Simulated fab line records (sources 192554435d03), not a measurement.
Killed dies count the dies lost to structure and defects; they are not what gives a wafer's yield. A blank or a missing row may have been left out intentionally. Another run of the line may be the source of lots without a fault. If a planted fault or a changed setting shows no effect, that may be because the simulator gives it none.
fab line records + flow n5-finfet
record:
- lots: 13
- wafers: 35
- last-day: 17
route steps=1938 shown HKMG_FIN@464 GATE_CUT@470
lots with no fault: from the same line, run without faults
start-h: hours from the record's opening day to when the first of the lot's shown wafers began + wait-h: hours from the lot's prior step to this one + " unchanged from the row above + L1.1+2: one row covering several wafers at once + - either no value or no given start + * or withheld: withheld + < > ~ a bound
route shown NAME@n: names a module that has steps shown in the file, with the first one's number in the route + usual: mean/standard deviation of fault-free wafers + same: alike in all rows + chamber/n: place in a boat + sites: the reading at each site + _std_site: their standard deviation + _edge_site: inner sites' mean taken away from outer sites' mean + radius-mm: how far each site lies from the wafer's centre + mask NAME#n: copy n + behind: the last tool/chamber to shape the wafer + hold: cause of the lot's hold/its duration in hours/its outcome + device: whichever transistor did not switch (one of n, p or np) + end of line: tests run on the same wafers once the route is complete + a step with no rows: only its recipe + killed: at the first sort, the dies lost to defects and structure; wafer yield is something else + map: shows each die of a wafer: x if killed, . if not, _ if none is there
set.NAME: setting as actually run; set.NAME@STEP: the setting as run at that earlier step + model.NAME: the simulator's own value behind a step, which no gauge read
the route's steps for a sample of lots (tables are steps, rows are wafers)
services: a tool's chamber out of use, with start hour (start-h, from the record's first day; less than 0 if before it), hours out, and reason
== steps ==
step: N5_HKMG_FIN_INSPECT_28
recipe:
- inspect-instrument: darkfield
- mode: post-cmp
usual:
- raw-defect-count: 38/14
| lot.wafer | tool              | chamber | start-h | wait-h | raw-defect-count |
|-----------|-------------------|---------|---------|--------|------------------|
| L558.2    | defect-inspect-02 | -       | 78.37   | 0.0    | 20               |
| L558.5    | "                 | -       | "       | "      | 60               |
| L560.2    | defect-inspect-01 | -       | 89.50   | 0.0    | 28               |
| L560.5    | "                 | -       | "       | "      | 27               |
| L560.6    | "                 | -       | "       | "      | 38               |
| L561.1    | defect-inspect-02 | -       | 98.38   | 0.0    | 64               |
| L561.6    | "                 | -       | "       | "      | 28               |
| L562.1    | defect-inspect-01 | -       | 101.83  | 0.0    | 23               |
| L562.6    | "                 | -       | "       | "      | 51               |
| L563.1    | defect-inspect-01 | -       | 110.64  | 0.0    | 33               |
| L563.3    | "                 | -       | "       | "      | 24               |
| L565.1    | defect-inspect-01 | -       | 122.44  | 0.0    | 29               |
| L565.5    | "                 | -       | "       | "      | 18               |
| L565.6    | "                 | -       | "       | "      | 23               |
| L567.2    | defect-inspect-01 | -       | 141.82  | 0.0    | 21               |
| L567.3    | "                 | -       | "       | "      | 27               |
| L567.4    | "                 | -       | "       | "      | 33               |
| L571.3    | defect-inspect-02 | -       | 164.25  | 0.0    | 33               |
| L571.4    | "                 | -       | "       | "      | 27               |
| L571.5    | "                 | -       | "       | "      | 29               |
| L574.1    | defect-inspect-02 | -       | 185.96  | 0.0    | 45               |
| L574.2    | "                 | -       | "       | "      | 29               |
| L574.3    | "                 | -       | "       | "      | 42               |
| L576.1    | defect-inspect-02 | -       | 191.26  | 0.0    | 34               |
| L576.4    | "                 | -       | "       | "      | 56               |
| L576.6    | "                 | -       | "       | "      | 22               |
| L578.1    | defect-inspect-02 | -       | 202.53  | 0.0    | 36               |
| L578.2    | "                 | -       | "       | "      | 32               |
| L578.5    | "                 | -       | "       | "      | 32               |
| L577.3    | defect-inspect-02 | -       | 203.19  | 0.0    | 53               |
| L577.4    | "                 | -       | "       | "      | 62               |
| L577.5    | "                 | -       | "       | "      | 69               |
| L579.1    | defect-inspect-02 | -       | 209.20  | 0.0    | 36               |
| L579.2    | "                 | -       | "       | "      | 33               |
| L579.5    | "                 | -       | "       | "      | 48               |
step: N5_GATE_CUT_STRIP_59
recipe:
- chemistry: N2/H2
- time-s: 20
- power-w: 100
- temp-c: 40
- pressure-mtorr: 100
- rf-frequency-hz: 6e+07
- bias-power-w: 3
- n2-flow-sccm: 300
- h2-flow-sccm: 300
usual:
- chamber-pressure-mTorr: 100.01/0.08
- drypump-motor-current-A: 5.7/0.41
- oes-product-au: 0.75/0.062
- rf-vpp-V: 45.2/0.82
- showerhead-plenum-p-Torr: 3.35/0.11
- throttle-valve-pct: 12.4/0.3
| lot.wafer | tool        | chamber | start-h | wait-h | chamber-pressure-mTorr | drypump-motor-current-A | oes-product-au | rf-hours-counter-h | rf-vpp-V | showerhead-plenum-p-Torr | throttle-valve-pct |
|-----------|-------------|---------|---------|--------|------------------------|-------------------------|----------------|--------------------|----------|--------------------------|--------------------|
| L558.2    | rie-diel-03 | 3       | 78.80   | 0.1    | 100.07                 | 5.2                     | 0.79           | 123                | 45.6     | 3.25                     | 12.2               |
| L558.5    | "           | 3       | "       | "      | 99.94                  | 5.2                     | 0.78           | -                  | 44.6     | 3.25                     | 12.3               |
| L560.2    | rie-diel-03 | 3       | 89.92   | 0.1    | 99.97                  | 5.2                     | 0.77           | 126                | 45.1     | 3.25                     | 12.3               |
| L560.5    | "           | 3       | "       | "      | 99.87                  | 5.2                     | 0.78           | -                  | 44.2     | 3.25                     | 12.2               |
| L560.6    | "           | 0       | "       | "      | 99.94                  | 5.4                     | 0.75           | -                  | 45.8     | 3.54                     | 12.6               |
| L561.1    | rie-diel-03 | 0       | 98.81   | 0.1    | 99.99                  | 5.4                     | 0.76           | 162                | 45.5     | 3.53                     | 12.5               |
| L561.6    | "           | 3       | "       | "      | 100.05                 | 5.2                     | 0.78           | -                  | 43.9     | 3.24                     | 12.3               |
| L562.1    | rie-diel-01 | 1       | 102.26  | 0.1    | 99.85                  | 5.3                     | 0.77           | 138                | 46.2     | 3.25                     | 12.4               |
| L562.6    | "           | 0       | "       | "      | 100.02                 | 6.4                     | 0.74           | -                  | 45.5     | 3.36                     | 12.0               |
| L563.1    | rie-diel-03 | 2       | 111.27  | 0.1    | 99.95                  | 5.9                     | 0.70           | 233                | 45.2     | 3.31                     | 12.8               |
| L563.3    | "           | 0       | "       | "      | 100.08                 | 5.4                     | 0.75           | 168                | 45.0     | 3.53                     | 12.6               |
| L565.1    | rie-diel-03 | 3       | 122.87  | 0.1    | 100.22                 | 5.2                     | 0.77           | 134                | 44.8     | 3.24                     | 12.3               |
| L565.5    | "           | 2       | "       | "      | 100.00                 | 5.9                     | 0.70           | -                  | 46.3     | 3.31                     | 12.8               |
| L565.6    | "           | 1       | "       | "      | 99.95                  | 5.1                     | 0.68           | -                  | 45.7     | 3.36                     | 12.7               |
| L567.2    | rie-diel-02 | 3       | 142.25  | 0.1    | 100.20                 | 5.4                     | 0.83           | 71                 | 46.0     | 3.39                     | 11.9               |
| L567.3    | "           | 0       | "       | "      | 100.03                 | 5.6                     | 0.66           | 245                | 46.3     | 3.47                     | 12.4               |
| L567.4    | "           | 1       | "       | "      | 99.95                  | 5.6                     | 0.77           | 141                | 43.6     | 3.24                     | 12.4               |
| L571.3    | rie-diel-03 | 0       | 164.77  | 0.1    | 99.98                  | 5.4                     | 0.73           | 182                | 45.3     | 3.52                     | 12.6               |
| L571.4    | "           | 3       | "       | "      | 99.93                  | 5.2                     | 0.76           | 143                | 45.1     | 3.24                     | 12.3               |
| L571.5    | "           | 2       | "       | "      | 100.09                 | 5.9                     | 0.69           | -                  | 45.4     | 3.30                     | 12.9               |
| L574.1    | rie-diel-02 | 2       | 186.42  | 0.1    | 99.95                  | 5.9                     | 0.75           | 152                | 43.9     | 3.37                     | 12.3               |
| L574.2    | "           | 0       | "       | "      | 100.01                 | 5.6                     | 0.94           | 5                  | 45.1     | 3.47                     | 11.8               |
| L574.3    | "           | 3       | "       | "      | 100.04                 | 5.4                     | 0.81           | 85                 | 44.2     | 3.39                     | 11.9               |
| L576.1    | rie-diel-03 | 1       | 191.69  | 0.1    | 99.98                  | 5.1                     | 0.67           | 231                | 44.9     | 3.35                     | 12.8               |
| L576.4    | "           | 3       | "       | "      | 100.21                 | 5.2                     | 0.75           | -                  | 44.8     | 3.23                     | 12.3               |
| L576.6    | "           | 1       | "       | "      | 100.06                 | 5.1                     | 0.67           | -                  | 47.1     | 3.35                     | 12.8               |
| L578.1    | rie-diel-02 | 1       | 202.97  | 0.1    | 99.93                  | 5.6                     | 0.75           | 158                | 44.6     | 3.24                     | 12.5               |
| L578.2    | "           | 0       | "       | "      | 99.93                  | 5.6                     | 0.93           | 10                 | 45.5     | 3.47                     | 11.8               |
| L578.5    | "           | 1       | "       | "      | 100.07                 | 5.6                     | 0.76           | -                  | 44.8     | 3.24                     | 12.4               |
| L577.3    | rie-diel-01 | 0       | 203.70  | 0.1    | 99.97                  | 6.5                     | 0.73           | 179                | 45.7     | 3.34                     | 12.1               |
| L577.4    | "           | 2       | "       | "      | 100.00                 | 6.1                     | 0.74           | -                  | 47.3     | 3.51                     | 12.1               |
| L577.5    | "           | 0       | "       | "      | 99.95                  | 6.4                     | 0.73           | -                  | 45.0     | 3.34                     | 12.1               |
| L579.1    | rie-diel-03 | 2       | 209.68  | 0.1    | 100.05                 | 5.9                     | 0.99           | 4                  | 45.0     | 3.30                     | 12.2               |
| L579.2    | "           | 1       | "       | "      | 99.99                  | 5.1                     | 0.66           | 236                | 44.3     | 3.34                     | 12.8               |
| L579.5    | "           | 3       | "       | "      | 99.90                  | 5.2                     | 0.75           | -                  | 43.3     | 3.23                     | 12.3               |
step: N5_GATE_CUT_CMP_02
recipe:
- stop-on: SiO2
- t-overpolish-s: 12.7
- post-cmp-clean: alkaline-brush
- down-force-psi: 2.5
- platen-rpm: 51.8
- pad-velocity-m-s: 1.0307
- target-thk-nm: 0
usual:
- motor-current-A: 9.1/0.93
- overpolish-run-s: 12.701/0.0088
- slurry-flow-ml-min: 150.1/0.49
- time-to-endpoint-s: 24/3.2
same:
- t-overpolish-s: 12.7
| lot.wafer | tool   | chamber | start-h | wait-h | motor-current-A | overpolish-run-s | slurry-flow-ml-min | time-to-endpoint-s |
|-----------|--------|---------|---------|--------|-----------------|------------------|--------------------|--------------------|
| L558.2    | cmp-02 | 0       | 81.29   | 0.1    | 10.3            | 12.700           | 150.7              | 25                 |
| L558.5    | "      | 0       | "       | "      | 10.1            | 12.686           | 150.8              | 24                 |
| L560.2    | cmp-03 | 3       | 92.44   | 0.1    | 9.2             | 12.713           | 149.0              | 25                 |
| L560.5    | "      | 2       | "       | "      | 9.2             | 12.689           | 150.3              | 24                 |
| L560.6    | "      | 3       | "       | "      | 8.7             | 12.703           | 149.3              | 25                 |
| L561.1    | cmp-02 | 2       | 101.74  | 0.1    | 8.9             | 12.704           | 149.9              | 32                 |
| L561.6    | "      | 1       | "       | "      | 9.5             | 12.710           | 149.6              | 24                 |
| L562.1    | cmp-01 | 1       | 104.88  | 0.1    | 8.1             | 12.701           | 150.6              | 24                 |
| L562.6    | "      | 0       | "       | "      | 9.4             | 12.704           | 150.7              | 23                 |
| L563.1    | cmp-03 | 3       | 113.76  | 0.1    | 9.0             | 12.708           | 150.1              | 23                 |
| L563.3    | "      | 2       | "       | "      | 8.6             | 12.700           | 150.2              | 22                 |
| L565.1    | cmp-01 | 0       | 125.36  | 0.1    | 9.2             | 12.712           | 150.3              | 22                 |
| L565.5    | "      | 0       | "       | "      | 9.6             | 12.697           | 150.5              | 22                 |
| L565.6    | "      | 1       | "       | "      | 8.0             | 12.710           | 150.0              | 23                 |
| L567.4    | cmp-01 | 1       | 146.05  | 0.2    | 8.2             | 12.706           | 150.6              | 27                 |
| L567.3    | "      | 3       | "       | "      | 7.8             | 12.696           | 149.8              | 25                 |
| L567.2    | "      | 0       | "       | "      | 9.7             | 12.699           | 150.9              | 24                 |
| L571.3    | cmp-02 | 3       | 167.40  | 0.1    | 8.2             | 12.705           | 150.5              | 28                 |
| L571.4    | "      | 0       | "       | "      | 9.2             | 12.710           | 150.6              | 26                 |
| L571.5    | "      | 2       | "       | "      | 8.6             | 12.702           | 150.4              | 33                 |
| L574.3    | cmp-03 | 0       | 189.71  | 0.1    | 8.9             | 12.700           | 149.9              | 24                 |
| L574.1    | "      | 1       | "       | "      | 11.4            | 12.686           | 150.6              | 23                 |
| L574.2    | "      | 2       | "       | "      | 8.8             | 12.690           | 150.1              | 21                 |
| L576.1    | cmp-03 | 1       | 195.90  | 0.1    | 10.9            | 12.703           | 149.5              | 27                 |
| L576.4    | "      | 2       | "       | "      | 9.3             | 12.707           | 150.8              | 27                 |
| L576.6    | "      | 0       | "       | "      | 8.1             | 12.701           | 150.2              | 28                 |
| L578.1    | cmp-01 | 1       | 205.49  | 0.1    | 8.1             | 12.706           | 150.1              | 25                 |
| L578.2    | "      | 3       | "       | "      | 8.1             | 12.707           | 149.4              | 24                 |
| L578.5    | "      | 1       | "       | "      | 8.4             | 12.710           | 150.8              | 27                 |
| L577.4    | cmp-03 | 3       | 206.20  | 0.0    | 8.7             | 12.682           | 149.9              | 25                 |
| L577.3    | "      | 2       | "       | "      | 8.5             | 12.702           | 150.6              | 24                 |
| L577.5    | "      | 0       | "       | "      | 8.4             | 12.711           | 149.6              | 24                 |
| L579.1    | cmp-01 | 3       | 212.22  | 0.1    | 7.9             | 12.716           | 150.0              | 20                 |
| L579.2    | "      | 1       | "       | "      | 8.3             | 12.718           | 150.7              | 22                 |
| L579.5    | "      | 3       | "       | "      | 8.1             | 12.697           | 150.1              | 23                 |
step: N5_GATE_CUT_COAT_35
recipe:
- resist: SiARC
- temp-c: 220
- time-s: 60
- spin-rpm: 1500
- resist-thk-nm: 10
usual:
- heater-power-total-W: 427.2/2
- spin-speed-rpm: 1499.9/0.93
| lot.wafer | tool           | chamber | start-h | wait-h | heater-power-total-W | spin-speed-rpm |
|-----------|----------------|---------|---------|--------|----------------------|----------------|
| L558.2    | litho-track-02 | 0       | 81.69   | -      | 429.6                | 1500.0         |
| L558.5    | "              | 0       | "       | "      | 427.5                | 1501.0         |
| L560.2    | litho-track-02 | 0       | 92.81   | -      | 429.3                | 1499.7         |
| L560.5    | "              | 0       | "       | "      | 426.3                | 1497.3         |
| L560.6    | "              | 0       | "       | "      | 424.5                | 1499.9         |
| L561.1    | litho-track-02 | 0       | 102.06  | -      | 425.8                | 1499.8         |
| L561.6    | "              | 0       | "       | "      | 425.2                | 1500.3         |
| L562.1    | litho-track-03 | 0       | 105.24  | -      | 428.0                | 1499.8         |
| L562.6    | "              | 0       | "       | "      | 424.2                | 1501.1         |
| L563.1    | litho-track-03 | 0       | 114.16  | -      | 425.6                | 1497.8         |
| L563.3    | "              | 0       | "       | "      | 425.0                | 1500.0         |
| L565.1    | litho-track-03 | 0       | 125.76  | -      | 428.3                | 1499.9         |
| L565.5    | "              | 0       | "       | "      | 426.9                | 1500.3         |
| L565.6    | "              | 0       | "       | "      | 425.0                | 1499.8         |
| L567.2    | litho-track-01 | 0       | 146.45  | -      | 427.7                | 1499.8         |
| L567.3    | "              | 0       | "       | "      | 424.6                | 1498.4         |
| L567.4    | "              | 0       | "       | "      | 429.3                | 1499.5         |
| L571.3    | litho-track-03 | 0       | 170.19  | -      | 426.4                | 1349.1         |
| L571.4    | "              | 0       | "       | "      | 429.4                | 1348.5         |
| L571.5    | "              | 0       | "       | "      | 426.8                | 1349.6         |
| L574.1    | litho-track-03 | 0       | 190.11  | -      | 424.5                | 1349.3         |
| L574.2    | "              | 0       | "       | "      | 426.0                | 1348.4         |
| L574.3    | "              | 0       | "       | "      | 427.4                | 1348.0         |
| L576.1    | litho-track-02 | 0       | 196.26  | -      | 429.0                | 1498.9         |
| L576.4    | "              | 0       | "       | "      | 425.1                | 1499.0         |
| L576.6    | "              | 0       | "       | "      | 430.3                | 1499.2         |
| L578.1    | litho-track-02 | 0       | 205.89  | -      | 424.1                | 1498.8         |
| L578.2    | "              | 0       | "       | "      | 424.1                | 1501.0         |
| L578.5    | "              | 0       | "       | "      | 430.6                | 1500.5         |
| L577.3    | litho-track-01 | 0       | 206.60  | -      | 430.0                | 1499.2         |
| L577.4    | "              | 0       | "       | "      | 427.0                | 1499.1         |
| L577.5    | "              | 0       | "       | "      | 429.6                | 1501.5         |
| L579.1    | litho-track-02 | 0       | 212.59  | -      | 430.2                | 1499.6         |
| L579.2    | "              | 0       | "       | "      | 427.3                | 1500.1         |
| L579.5    | "              | 0       | "       | "      | 429.1                | 1499.4         |
== services ==
| tool        | chamber | start-h | hours | kind                          |
|-------------|---------|---------|-------|-------------------------------|
| cmp-02      | -       | 63.24   | 5.5   | pm                            |
| cmp-03      | -       | 76.25   | 1.8   | repair                        |
| cmp-02      | -       | 79.05   | 0.7   | repair                        |
| cmp-02      | -       | 96.29   | 1.2   | repair                        |
| rie-diel-03 | 3       | 101.29  | 10.9  | repair                        |
| rie-diel-01 | -       | 109.57  | 5.3   | repair                        |
| rie-diel-01 | 1       | 126.45  | 15.1  | repair                        |
| cmp-01      | -       | 129.16  | 0.3   | repair                        |
| rie-diel-03 | 3       | 146.00  | 3.7   | repair                        |
| cmp-03      | -       | 148.19  | 4.0   | pm                            |
| rie-diel-02 | 0       | 156.91  | -     | clean                         |
| rie-diel-02 | 0       | 156.91  | -     | consumable-replace:focus-ring |
| rie-diel-02 | 0       | 156.91  | 15.5  | scheduled-down                |
| rie-diel-02 | 0       | 156.91  | 15.5  | vent-cycle                    |
| rie-diel-03 | 2       | 173.35  | -     | clean                         |
| rie-diel-03 | 2       | 173.35  | -     | consumable-replace:focus-ring |
| rie-diel-03 | 2       | 173.35  | 19.9  | scheduled-down                |
| rie-diel-03 | 2       | 173.35  | 19.9  | vent-cycle                    |
| rie-diel-01 | 1       | 197.73  | 6.1   | repair                        |
| cmp-03      | -       | 209.40  | 4.8   | pm                            |
| rie-diel-01 | 1       | 210.44  | 1.8   | repair                        |
| rie-diel-02 | -       | 212.13  | 28.1  | pm                            |
== key ==
first-sign:
- step: N5_GATE_CUT_COAT_35
- reading: spin-speed-rpm
- direction: down
- sigmas: 99+
- usual: *
- struck: *
effect none on later readings
met-at N5_GATE_CUT_COAT_35
struck-lots L571,L574
tester-left-out L571,L574
not-acting-at N5_HKMG_FIN_INSPECT_28,N5_GATE_CUT_STRIP_59,N5_GATE_CUT_CMP_02
onset-between 125.76 170.19
fault:
- kind: process-parameter-drift
- tool: litho-track-03
- chamber: -
- onset-h: 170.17
- steps: N5_GATE_CUT_COAT_35
- channel: spin-rpm
- offset: *
- shape: step
- end-h: 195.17
- acts-in: *
- stated: *
tester-left-out: of these lots the tester's yield and bins aren't shown, on N5 and GAA mostly nor the transistor test; their killed dies are dies lost to structure and defects alone, not to doping, threshold or leakage, so they don't give the yield
